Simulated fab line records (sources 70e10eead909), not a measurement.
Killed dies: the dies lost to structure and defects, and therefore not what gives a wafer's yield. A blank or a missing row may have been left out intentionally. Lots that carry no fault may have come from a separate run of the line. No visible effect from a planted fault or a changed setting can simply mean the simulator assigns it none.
What tool caused it? ; flow nand_harc ; 24 lots, 72 wafers sampled, at 6 steps of a route of 1302

== WHAT EACH GAUGE READ, for each wafer ==
NHARC_P_BONDPAD_THK_MEAS_20: measures by xrf. Usual: 161.3 nm for thk_nm, sd 1.4.
lot;measured;on;thk_nm (nm);flag
L074;day 6 12:29;film_metro-01;159.8 164.2 162.2;
L075;day 7 03:52;film_metro-02;161.2 160.1 160.8;
L076;day 7 07:17;film_metro-01;158.3 164.5 161.0;
L077;day 7 22:52;film_metro-01;162.2 163.2 159.7;
L078;day 8 07:46;film_metro-02;159.7 162.3 158.7;
L079;day 8 17:53;film_metro-02;161.3 160.5 162.7;
L080;day 9 08:24;film_metro-02;161.4 159.1 162.2;
L081;day 9 22:35;film_metro-02;161.2 164.0 159.4;
L082;day 10 01:53;film_metro-02;162.0 158.6 160.7;
L083;day 10 16:46;film_metro-01;161.4 162.5 161.1;
L084;day 11 07:59;film_metro-01;161.7 162.9 162.8;
L085;day 11 08:35;film_metro-01;158.3 161.4 159.5;
L086;day 11 18:32;film_metro-02;161.7 158.9 162.4;
L088;day 12 15:14;film_metro-01;161.0 163.3 161.2;
L087;day 12 16:17;film_metro-02;159.7 161.5 161.1;
L089;day 13 03:35;film_metro-02;162.1 161.7 161.4;
L090;day 13 10:23;film_metro-02;160.4 162.1 162.2;
L091;day 13 21:27;film_metro-02;161.0 161.1 162.4;
L092;day 14 10:13;film_metro-02;161.5 158.8 160.9;
L093;day 14 10:30;film_metro-02;159.7 160.9 162.3;
L094;day 14 19:53;film_metro-01;161.6 161.4 160.3;
L095;day 15 09:08;film_metro-01;162.1 162.7 162.8;
L096;day 15 23:29;film_metro-02;161.6 159.9 161.2;
L097;day 16 07:24;film_metro-01;161.2 161.9 162.2;

NHARC_A_ONON_D1_THK_MEAS_27: measures by ellipsometry. Usual: 998 nm for thk_nm, sd 9.1.
lot;measured;on;thk_nm (nm);flag
L074;day 7 22:56;film_metro-01;993 991 993;
L075;day 8 15:57;film_metro-01;1006 1006 1005;
L076;day 8 21:09;film_metro-02;1001 1002 1001;
L077;day 9 10:55;film_metro-02;1000 1000 1000;
L078;day 9 20:37;film_metro-01;1011 1011 1011;
L079;day 10 13:06;film_metro-02;1003 1004 1001;
L080;day 10 20:32;film_metro-01;990 989 991;
L081;day 11 14:01;film_metro-01;997 997 997;
L082;day 11 14:03;film_metro-02;988 987 988;
L083;day 12 06:09;film_metro-01;1016 1016 1017;
L084;day 12 19:18;film_metro-01;982 983 983;
L085;day 12 19:19;film_metro-02;1001 998 999;
L086;day 13 06:54;film_metro-02;996 996 996;
L088;day 14 06:24;film_metro-02;985 984 983;
L087;day 14 06:33;film_metro-02;991 989 989;
L089;day 14 16:53;film_metro-02;993 994 994;
L090;day 14 22:43;film_metro-02;999 1001 1002;
L091;day 15 10:23;film_metro-02;1013 1013 1012;
L092;day 15 21:29;film_metro-02;994 994 997;
L093;day 15 21:29;film_metro-01;1012 1009 1009;
L094;day 16 10:07;film_metro-01;994 992 996;
L095;day 16 20:17;film_metro-01;1011 1010 1011;
L096;day 17 12:59;film_metro-02;993 995 994;
L097;day 17 19:11;film_metro-01;993 992 991;

NHARC_A_CHANNEL_HOLE_D1_OVL_MEAS_11. Usual: overlay_x_nm 0.1 nm, standard deviation 0.78; overlay_y_nm 0.2 nm, standard deviation 0.75.
lot;measured;on;overlay_x_nm (nm);overlay_y_nm (nm);flag
L074;day 8 02:51;overlay-02;0.8 0.8 0.4;0.5 -0.5 0.2;
L075;day 8 19:44;overlay-02;0.2 0.5 0.1;1.3 0.5 1.1;
L076;day 9 02:54;overlay-02;-0.1 0.3 -0.3;-0.1 -0.1 -0.3;
L077;day 9 14:50;overlay-02;0.4 0.3 0.4;1.3 1.0 1.0;
L078;day 10 01:47;overlay-02;-1.0 -1.1 -0.9;1.1 0.9 1.6;
L079;day 10 17:03;overlay-01;-1.2 -1.1 -0.5;-0.7 -1.0 -0.5;
L080;day 11 01:01;overlay-02;1.3 0.4 0.7;-1.0 -1.1 -1.3;
L081;day 11 19:24;overlay-01;1.3 0.9 0.9;0.2 0.8 0.9;
L082;day 11 18:27;overlay-01;0.1 0.4 0.0;0.8 0.3 0.4;
L083;day 12 12:34;overlay-01;-0.6 0.3 -0.4;-0.6 -0.2 0.0;
L084;day 13 01:26;overlay-02;1.2 1.5 1.3;-0.8 -0.3 -0.7;
L085;day 13 00:56;overlay-02;-0.7 -0.5 0.0;1.2 0.9 1.1;
L086;day 13 13:51;overlay-02;0.5 0.5 0.3;0.7 0.7 0.5;
L088;day 14 13:16;overlay-01;0.4 -0.3 -0.1;0.0 -0.4 0.7;
L087;day 14 13:58;overlay-02;-0.8 -0.5 -0.7;0.7 0.5 0.2;
L089;day 14 22:07;overlay-02;1.0 0.6 1.7;0.7 0.6 0.9;
L090;day 15 02:37;overlay-01;-0.4 -0.9 -0.3;0.1 -0.2 0.1;
L091;day 15 14:19;overlay-02;-1.1 -1.1 -1.2;1.2 0.9 1.2;
L092;day 16 02:02;overlay-01;0.1 -1.0 -0.3;-0.1 0.2 -0.2;
L093;day 16 02:47;overlay-01;1.4 1.4 1.7;0.7 0.1 0.2;
L094;day 16 17:29;overlay-01;1.1 1.3 0.7;-0.1 -0.1 1.0;
L095;day 17 00:11;overlay-01;0.0 -0.3 0.3;0.4 0.2 -0.2;
L096;day 17 17:04;overlay-02;0.4 0.4 0.2;-1.6 -1.0 -1.0;
L097;day 17 22:59;overlay-02;-0.1 -0.8 -0.6;-0.7 -0.7 -0.5;

NHARC_A_CHANNEL_FILL_D1_INSPECT_13. Usual: 309 for raw_defect_count, sd 96.
lot;measured;on;raw_defect_count;flag
L074;day 10 09:46;defect_inspect-01;187 249 391;
L075;day 11 02:48;defect_inspect-02;306 265 331;
L076;day 11 17:09;defect_inspect-02;312 272 195;
L077;day 12 01:32;defect_inspect-02;298 316 338;
L078;day 12 13:04;defect_inspect-01;245 239 241;
L079;day 13 00:02;defect_inspect-01;259 349 209;
L080;day 13 09:04;defect_inspect-01;368 236 185;
L081;day 14 01:32;defect_inspect-02;290 289 268;
L082;day 14 01:32;defect_inspect-01;193 271 256;
L083;day 14 23:31;defect_inspect-01;479 334 320;
L084;day 15 10:04;defect_inspect-02;348 273 353;
L085;day 15 10:04;defect_inspect-01;364 377 297;
L086;day 15 23:48;defect_inspect-01;217 100 282;
L088;day 16 20:24;defect_inspect-02;287 254 374;
L087;day 16 20:24;defect_inspect-02;391 558 320;
L089;day 17 06:41;defect_inspect-02;334 327 326;
L090;day 17 06:41;defect_inspect-01;184 166 197;
L091;day 17 21:44;defect_inspect-01;291 360 257;
L092;day 18 09:26;defect_inspect-02;279 198 250;
L093;day 18 09:23;defect_inspect-02;285 733 401;
L094;day 19 00:42;defect_inspect-02;148 254 227;
L095;day 19 09:42;defect_inspect-02;270 378 233;
L096;day 20 02:14;defect_inspect-01;198 290 268;
L097;day 20 06:08;defect_inspect-01;185 312 310;

NHARC_A_DECK1_JOINT_THK_MEAS_14: measures by ellipsometry. Usual: 51.1 nm for thk_nm, sd 1.6.
lot;measured;on;thk_nm (nm);flag
L074;day 10 20:24;film_metro-01;50.2 49.1 49.5;
L075;day 11 13:15;film_metro-02;50.1 50.7 50.7;
L076;day 12 03:49;film_metro-02;51.0 52.6 54.5;
L077;day 12 12:00;film_metro-02;50.6 50.7 52.5;
L078;day 12 23:40;film_metro-02;53.2 49.7 52.8;
L079;day 13 10:34;film_metro-02;50.3 51.1 49.0;
L080;day 13 19:40;film_metro-02;50.6 50.5 50.3;
L081;day 14 12:08;film_metro-01;53.4 51.9 53.9;
L082;day 14 12:08;film_metro-02;51.0 51.2 49.4;
L083;day 15 10:08;film_metro-02;54.5 52.6 50.7;
L084;day 15 20:43;film_metro-01;48.2 49.2 49.6;
L085;day 15 20:43;film_metro-02;53.5 50.6 52.1;
L086;day 16 10:16;film_metro-02;49.3 49.8 51.0;
L088;day 17 07:29;film_metro-01;51.8 50.3 51.6;
L087;day 17 07:29;film_metro-02;52.0 50.2 52.0;
L089;day 17 19:12;film_metro-02;51.7 51.8 50.2;
L090;day 17 19:12;film_metro-01;50.9 50.6 51.9;
L091;day 18 08:31;film_metro-01;52.3 47.9 49.4;
L092;day 18 19:53;film_metro-01;51.3 53.5 52.2;
L093;day 18 19:53;film_metro-02;53.0 51.6 49.2;
L094;day 19 11:21;film_metro-01;52.6 51.3 50.2;
L095;day 19 20:20;film_metro-02;49.0 50.2 51.6;
L096;day 20 12:53;film_metro-02;55.3 52.8 51.5;
L097;day 20 16:46;film_metro-02;48.4 49.7 49.9;

== WHICH TOOL RAN EACH LOT (tool, then ch and the chambers of the sampled wafers, then the start) ==
lot;NHARC_P_BONDPAD_ACTIVATE_29
L074;rie_diel-02 ch 1,2,3, day 6 12:45
L075;rie_diel-02 ch 0,3, day 7 04:10
L076;rie_diel-13 ch 0,2,3, day 7 07:36
L077;rie_diel-07 ch 0,2,3, day 7 23:11
L078;rie_diel-02 ch 1,3, day 8 08:05
L079;rie_diel-02 ch 0,1,2, day 8 18:13
L080;rie_diel-07 ch 1,2, day 9 08:40
L081;rie_diel-07 ch 0,2,3, day 9 22:51
L082;rie_diel-13 ch 1,2,3, day 10 02:13
L083;rie_diel-13 ch 0,2, day 10 17:02
L084;rie_diel-02 ch 0,2,3, day 11 08:17
L085;rie_diel-02 ch 0,2,3, day 11 08:53
L086;rie_diel-07 ch 0,3, day 11 18:49
L088;rie_diel-13 ch 1,2, day 12 15:31
L087;rie_diel-02 ch 1,2,3, day 12 16:34
L089;rie_diel-13 ch 0,2, day 13 03:52
L090;rie_diel-13 ch 1,2, day 13 10:41
L091;rie_diel-07 ch 0,3, day 13 21:44
L092;rie_diel-02 ch 1,2,3, day 14 10:31
L093;rie_diel-13 ch 0,2,3, day 14 10:46
L094;rie_diel-07 ch 1,2,3, day 14 20:09
L095;rie_diel-02 ch 0,2,3, day 15 09:27
L096;rie_diel-07 ch 2,3, day 15 23:45
L097;rie_diel-02 ch 1,3, day 16 07:42
- NHARC_P_BONDPAD_ACTIVATE_29: chemistry N2, time 60 s.

== WHAT THE TOOLS THEMSELVES READ (means of the sampled wafers that have a number; where no wafer has one, the mark that the record gives instead) ==
NHARC_P_BONDPAD_ACTIVATE_29. Usual: drypump_motor_current_A 5.8 A, standard deviation 0.4; mfc_ar_sccm 0.013 sccm, standard deviation 0.012; oes_product_au 1.003 a.u., standard deviation 0.011; rf_vpp_V 64.0 V, standard deviation 0.94; showerhead_plenum_p_Torr 1.75 Torr, standard deviation 0.07.
lot;tool;drypump_motor_current_A (A);mfc_ar_sccm (sccm);oes_product_au (a.u.);rf_vpp_V (V);showerhead_plenum_p_Torr (Torr);flag
L074;rie_diel-02;5.7;0.005;1.005;63.2;1.72;
L075;rie_diel-02;5.5;0.017;1.008;64.2;1.82;
L076;rie_diel-13;6.0;0.015;1.009;64.5;1.74;
L077;rie_diel-07;5.6;0.017;1.001;64.2;1.72;
L078;rie_diel-02;5.9;0.007;0.995;63.3;1.70;
L079;rie_diel-02;5.7;0.010;1.002;64.1;1.74;
L080;rie_diel-07;5.6;0.032;1.003;64.9;1.81;
L081;rie_diel-07;5.6;0.017;1.001;64.0;1.72;
L082;rie_diel-13;6.1;0.010;1.015;63.6;1.75;
L083;rie_diel-13;5.6;0.020;1.002;64.3;1.75;
L084;rie_diel-02;5.5;0.010;0.997;65.0;1.78;
L085;rie_diel-02;5.5;0.010;1.002;64.2;1.78;
L086;rie_diel-07;5.8;0.011;0.991;63.4;1.68;
L088;rie_diel-13;5.8;0.010;1.009;64.7;1.76;
L087;rie_diel-02;5.7;0.005;1.002;63.6;1.72;
L089;rie_diel-13;5.7;0.025;1.003;64.6;1.71;
L090;rie_diel-13;5.8;0.010;1.008;64.5;1.75;
L091;rie_diel-07;5.8;0.011;0.991;63.9;1.67;
L092;rie_diel-02;5.7;0.005;1.003;63.8;1.72;
L093;rie_diel-13;6.0;0.015;1.013;63.3;1.74;
L094;rie_diel-07;5.7;0.026;0.993;64.2;1.78;
L095;rie_diel-02;5.5;0.010;1.015;63.5;1.78;
L096;rie_diel-07;5.4;0.024;0.997;64.7;1.73;
L097;rie_diel-02;5.8;0.007;1.009;63.1;1.74;

== THE ANSWER, worked out from the rows above alone ==
Rule: a lot counts as off when the mean over its wafers that have a number is more than 3 standard deviations away from the usual mean. Also off: a lot with no number at a reading for which 4 or more lots have one. All remaining lots with rows at the step are treated as sound. Order of review: gauges by route order, followed by the tools' own readings, for which a lot's mean as printed above is used. The first step at which some lot is off is used, and at that step the reading that is off furthest; a lot without a number counts as furthest.
None of the lots is off at any reading shown; this tells nothing.

== WHAT THE SIMULATOR HAD PUT IN ==
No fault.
